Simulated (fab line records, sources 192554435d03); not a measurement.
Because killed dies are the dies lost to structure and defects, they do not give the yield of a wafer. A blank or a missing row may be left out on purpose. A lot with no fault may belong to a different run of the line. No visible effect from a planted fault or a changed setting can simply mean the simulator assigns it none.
Which tool is to blame? + flow n5Finfet + 12 lots, 36 wafers sampled, at 4 steps of a route of 1938

WHAT EACH GAUGE READ, for each wafer
N5_BEOL_M0_SAQP_CD_MEAS_29: target cd 14.4 nm.
| lot  | measured     | on       | cdNm (nm)         |
|------|--------------|----------|-------------------|
| L076 | day 7 04:21  | cdSem-01 | 15.61 15.19 15.06 |
| L077 | day 7 04:58  | cdSem-02 | 14.88 15.23 15.26 |
| L079 | day 7 14:08  | cdSem-03 | 14.98 15.18 15.15 |
| L081 | day 7 19:40  | cdSem-03 | 15.13 14.85 15.08 |
| L083 | day 8 06:41  | cdSem-03 | 14.64 14.49 14.80 |
| L085 | day 8 23:08  | cdSem-01 | 15.48 15.34 14.95 |
| L087 | day 9 10:29  | cdSem-02 | 14.67 14.84 15.05 |
| L089 | day 9 23:21  | cdSem-02 | 15.05 15.00 14.94 |
| L091 | day 10 09:08 | cdSem-03 | 15.11 14.80 14.99 |
| L093 | day 10 22:19 | cdSem-01 | 15.28 14.84 15.20 |
| L097 | day 11 10:31 | cdSem-02 | 15.17 14.53 14.88 |
| L094 | day 11 18:20 | cdSem-02 | 15.24 15.09 15.05 |

EACH LOT AND THE TOOL THAT RAN IT (in order: tool; ch and the chambers of the sampled wafers; start)
| lot  | N5_BEOL_M0_SAQP_ETCH_84           | N5_BEOL_M0_SAQP_MANDREL1_REMOVE_100 | N5_BEOL_M0_SAQP_ETCH_106          |
|------|-----------------------------------|-------------------------------------|-----------------------------------|
| L076 | rieDiel-06 ch 0,1, day 7 00:53    | rieSi-04 ch 0,2, day 7 02:22        | rieDiel-03 ch 2,3, day 7 03:18    |
| L077 | rieDiel-03 ch 1,3, day 7 01:15    | rieSi-04 ch 0,3, day 7 02:50        | rieDiel-01 ch 1,2,3, day 7 03:43  |
| L079 | rieDiel-03 ch 1,2,3, day 7 09:53  | rieSi-04 ch 0,1,2, day 7 11:51      | rieDiel-01 ch 1,2, day 7 13:02    |
| L081 | rieDiel-06 ch 0,2,3, day 7 16:13  | rieSi-04 ch 0,1,3, day 7 17:38      | rieDiel-01 ch 0,1,2, day 7 18:32  |
| L083 | rieDiel-01 ch 1,2, day 8 03:19    | rieSi-04 ch 0,1,2, day 8 04:44      | rieDiel-06 ch 0,1,2, day 8 05:37  |
| L085 | rieDiel-01 ch 2,3, day 8 18:52    | rieSi-05 ch 0,1,3, day 8 20:35      | rieDiel-06 ch 1,2,3, day 8 21:44  |
| L087 | rieDiel-03 ch 2,3, day 9 06:28    | rieSi-04 ch 1,2, day 9 08:34        | rieDiel-01 ch 0,1,2, day 9 09:26  |
| L089 | rieDiel-03 ch 0,2,3, day 9 19:10  | rieSi-06 ch 0,1, day 9 20:32        | rieDiel-06 ch 0,2,3, day 9 21:45  |
| L091 | rieDiel-03 ch 0,2,3, day 10 04:46 | rieSi-05 ch 0,2,3, day 10 06:57     | rieDiel-03 ch 0,2,3, day 10 08:03 |
| L093 | rieDiel-01 ch 0,3, day 10 19:05   | rieSi-06 ch 0,1,3, day 10 20:27     | rieDiel-06 ch 0,2,3, day 10 21:16 |
| L097 | rieDiel-01 ch 1,3, day 11 07:08   | rieSi-06 ch 0,1, day 11 08:32       | rieDiel-03 ch 0,1,3, day 11 09:22 |
| L094 | rieDiel-01 ch 0,1,3, day 11 12:47 | rieSi-04 ch 0,1,2, day 11 14:09     | rieDiel-03 ch 0,1,2, day 11 16:05 |
- N5_BEOL_M0_SAQP_ETCH_84: etches SOC in N2/H2, target depth 100 nm, overetch 20 nm, time 150 s.
- N5_BEOL_M0_SAQP_MANDREL1_REMOVE_100: chemistry HBr/Cl2/O2, target a-Si, stops on SiNx, bt time 10 s.
- N5_BEOL_M0_SAQP_ETCH_106: etches SOC in N2/H2, stops on SiNx, target depth 150 nm.

THE ANSWER, worked out from the rows above alone
Rule: the usual values come from the lots themselves. The widest of any qualifying gaps counts: lots, ordered by their means at a reading, are off when they make up no more than a third of the lots, leave a main group of 4 or more, and stand apart from it by 3 or more times the standard deviation of that group's means. If all means in a main group match to the digits the tables above print for the reading, that group is not used. A lot without any number at a reading at which 4 lots or more have one is off too. Any other lot the step has rows for is counted as sound.
No lot is off at any reading shown: from this, nothing can be told.

WHAT HAD BEEN PUT IN BY THE SIMULATOR
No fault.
